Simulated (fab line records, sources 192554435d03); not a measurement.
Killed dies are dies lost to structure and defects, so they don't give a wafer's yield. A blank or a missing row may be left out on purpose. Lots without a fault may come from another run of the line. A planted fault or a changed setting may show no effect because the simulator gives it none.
A struck lot beside a sound one | flow n5_finfet | 36 steps out of a route of 1938
Sound: wafers L213.1, L213.2, L213.4. Struck: wafer L220.3. (L220.6 of the same lot was not struck and is left out.) The cause comes at the end.
At each step with rows: each side's tool, then ch and its chambers, then its first start. Under that, the readings that differ: sound wafers | struck wafers | difference of the means | sigmas: that difference in standard deviations of wafers without a fault.
alike: readings whose means differ by less than 2 such deviations, and words and numbers that are the same on both sides. not compared: withheld readings, readings that some wafer has no value for, bounds like >300 that may hide the same value, and numbers for which the record gives no deviation and whose values overlap.
The two part at a step that has a row with sigmas, a row that says differs or no value, or rows on one side only. Numbers that don't overlap but have no deviation are shown without sigmas and don't part them. A reading that every wafer of one side lacks parts them only if that side has two wafers or more.

first, 9 steps without rows for these wafers: N5_BEOL_M5_ANNEAL_89 (time 1800 s); N5_BEOL_M5_SPUTTER_90 (material Cu, target thk 4.5 nm, time 8.29 s); N5_BEOL_M5_ECD_50 (material Cu, target thk 300 nm); N5_BEOL_M5_ANNEAL_51 (time 90 s); N5_BEOL_M5_CMP_52 (polishes, stops on SiCOH lowk, t overpolish 6.9 s, target thk 62 nm); N5_BEOL_M5_PRE_CLEAN_77 (time 15 s); N5_BEOL_M5_CO_CAP_78 (material Co, precursor CCTBA/H2, target thk 2 nm, time 102.1 s); N5_BEOL_M5_PRE_CLEAN_55 (time 15 s); N5_BEOL_M5_DEP_56 (deposits SiCN from 3MS/NH3, target thk 8 nm, time 14 s).
N5_BEOL_M6_ILD_DEP_00: deposits SiCOH lowk from DEMS/porogen, target thk 179.75 nm, time 33.4 s.
  sound on pecvd-02 ch 0,2, day 9 10:39; struck on pecvd-02 ch 0, day 11 09:47
  reading                                            | sound             | struck | difference | sigmas
  model.SiCOH_lowk_of_BEOL_M6_ILD_DEP_00.thk_nm (nm) | 176.4 177.4 179.4 | 153.2  | -24.5      |
  alike: heater_power_w, showerhead_plenum_p_Torr, throttle_valve_pct
then, 1 step without rows for these wafers: N5_BEOL_M6_CURE_74 (cures SiCOH lowk, time 240 s).
N5_BEOL_M6_THK_MEAS_01:
  sound on film_metro-01, day 9 11:13; struck on film_metro-01, day 11 10:22
  reading         | sound             | struck | difference | sigmas
  M6_ILD_THK (nm) | 152.1 152.8 154.8 | 131.8  | -21.4      | -11
then, 23 steps without rows for these wafers: N5_BEOL_M6_PECVD_70 (deposits SiO2 from TEOS/O2, target thk 20 nm, time 22.7 s); N5_BEOL_M6_HM_DEP_02 (deposits TiN, target thk 20 nm); N5_BEOL_M6_COAT_59 (time 60 s, resist thk 100 nm); N5_BEOL_M6_COAT_60 (time 60 s, resist thk 35 nm); N5_BEOL_M6_COAT_05 (resist thk 90 nm); N5_BEOL_M6_EBR_07; N5_BEOL_M6_SOFTBAKE_06 (time 60 s); N5_BEOL_M6_EXPOSE_08 (exposes mask M6); N5_BEOL_M6_PEB_09 (peb time 60 s); N5_BEOL_M6_DEVELOP_10 (develop time 30 s); N5_BEOL_M6_DESCUM_16 (chemistry O2, time 7.9 s); N5_BEOL_M6_ETCH_61 (etches SiARC in CF4, target depth 45.5 nm, time 75.8 s); N5_BEOL_M6_ETCH_62 (etches SOC in N2/H2, target depth 110 nm, overetch 22 nm, time 165 s); N5_BEOL_M6_STRIP_68 (strips in N2/H2); N5_BEOL_M6_STRIP_67 (strips in CF4); N5_BEOL_M6_HM_OPEN_17 (chemistry Cl2/BCl3, target TiN, target depth 20 nm, overetch 6 nm); N5_BEOL_M6_STRIP_19 (strips in O2); N5_BEOL_M6_COAT_63 (time 60 s, resist thk 60 nm); N5_BEOL_M6_COAT_64 (time 60 s, resist thk 12 nm); N5_BEOL_M6_COAT_71 (time 60 s, resist thk 5 nm); N5_BEOL_M6_COAT_22 (resist thk 30 nm); N5_BEOL_M6_EBR_24; N5_BEOL_M6_SOFTBAKE_23 (time 60 s).
N5_BEOL_M6_CMP_52: polishes, stops on SiCOH lowk, t overpolish 6.9 s, target thk 80 nm.
  sound on cmp-01 ch 1,2,3, day 9 21:13; struck on cmp-01 ch 2, day 11 21:35
  reading                                            | sound             | struck | difference | sigmas
  platen_rpm (rpm)                                   | 50.00 50.02 49.98 | 49.91  | -0.09      | -3
  model.SiCOH_lowk_of_BEOL_M6_ILD_DEP_00.thk_nm (nm) | 149.2 149.8 151.6 | 128.8  | -21.4      |
  alike: motor_current_A

WHERE THEY PART
First at N5_BEOL_M6_THK_MEAS_01; last, within this record, at N5_BEOL_M6_CMP_52.

WHY: what the simulator had put in
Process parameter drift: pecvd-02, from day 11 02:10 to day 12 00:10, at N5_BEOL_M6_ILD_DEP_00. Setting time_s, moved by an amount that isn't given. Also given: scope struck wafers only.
